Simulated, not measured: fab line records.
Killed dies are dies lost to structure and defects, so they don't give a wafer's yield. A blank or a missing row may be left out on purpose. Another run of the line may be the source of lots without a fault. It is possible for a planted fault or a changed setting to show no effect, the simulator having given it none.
Matching of chambers + flow n5Finfet + N5_MOL_CONTACT_COAG_ALD_133 on aldSin-01 has 4 sister chambers
The step deposits SiO2, target thk 5 nm, pulse time 1 s, co reactant pulse time 1 s. 4 wafers are shown with their chamber, then 10 later ones without.

## WAFERS PAIRED WITH THEIR CHAMBERS
| wafer  | chamber | heaterPowerW (W) |
|--------|---------|------------------|
| L080.4 | 0       | 88               |
| L080.5 | 1       | 55               |
| L081.1 | 2       | 65               |
| L081.5 | 3       | 100              |

## WAFERS MISSING THEIR CHAMBER
| wafer  | heaterPowerW (W) |
|--------|------------------|
| L081.6 | 85               |
| L082.1 | 101              |
| L082.5 | 56               |
| L082.6 | 88               |
| L090.1 | 85               |
| L090.2 | 53               |
| L090.3 | 102              |
| L093.3 | 100              |
| L093.4 | 53               |
| L093.5 | 99               |

## WHICH CHAMBER EACH WENT THROUGH
| wafer  | from the rows above | in truth |
|--------|---------------------|----------|
| L081.6 | 0                   | 0        |
| L082.1 | 3                   | 3        |
| L082.5 | 1                   | 1        |
| L082.6 | 0                   | 0        |
| L090.1 | 0                   | 0        |
| L090.2 | 1                   | 1        |
| L090.3 | 3                   | 3        |
| L093.3 | 3                   | 3        |
| L093.4 | 1                   | 1        |
| L093.5 | 3                   | 3        |
Correct placement for 10 of the 10. Not placeable from these rows: 0. 0 placed wrongly.
How it was worked out, from the rows above alone: a wafer's distance from a chamber is the root of the sum, over the readings, of the square of ((its reading less the chamber's mean) divided by the reading's scatter). The wafer belongs to the nearest chamber; if the next one is less than 2 further off, it can't be placed. Each chamber's mean is taken over the wafers shown for it. The scatter: root of mean squared gap, hidden wafer to nearest shown wafer, with one shown wafer a chamber.
